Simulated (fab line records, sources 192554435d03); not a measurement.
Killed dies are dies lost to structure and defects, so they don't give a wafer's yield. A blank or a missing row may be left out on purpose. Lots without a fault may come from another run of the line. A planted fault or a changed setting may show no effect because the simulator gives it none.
Chamber matching | flow n5_finfet | N5_DUMMY_GATE_STRIP_40 on rie_diel-04: 4 sister chambers
The step strips in CF4. 4 wafers are shown with their chamber, then 7 later ones without.

WAFERS WITH THEIR CHAMBER
wafer  | chamber | throttle_valve_pct (%)
L089.1 | 3       | 13.42
L089.6 | 1       | 13.58
L092.1 | 2       | 13.99
L092.2 | 0       | 13.87

WAFERS WITHOUT THEIR CHAMBER
wafer  | throttle_valve_pct (%)
L092.3 | 13.43
L094.3 | 13.43
L094.4 | 13.98
L094.6 | 13.86
L097.2 | 13.97
L097.3 | 13.44
L097.5 | 13.86

WHICH CHAMBER EACH WENT THROUGH
wafer  | from the rows above | in truth
L092.3 | 3                   | 3
L094.3 | 3                   | 3
L094.4 | 2                   | 2
L094.6 | 0                   | 0
L097.2 | 2                   | 2
L097.3 | 3                   | 3
L097.5 | 0                   | 0
Placed correctly: 7 of 7. Can't be placed from these rows: 0. Placed wrongly: 0.
How it was worked out, from the rows above alone: a wafer's distance from a chamber is the root of the sum, over the readings, of the square of ((its reading less the chamber's mean) divided by the reading's scatter). The wafer belongs to the nearest chamber; if the next one is less than 2 further off, it can't be placed. A chamber's mean is the mean of its shown wafers. The scatter: with one shown wafer a chamber, the root of the mean of the squares of how far each hidden wafer lies from its nearest shown one.
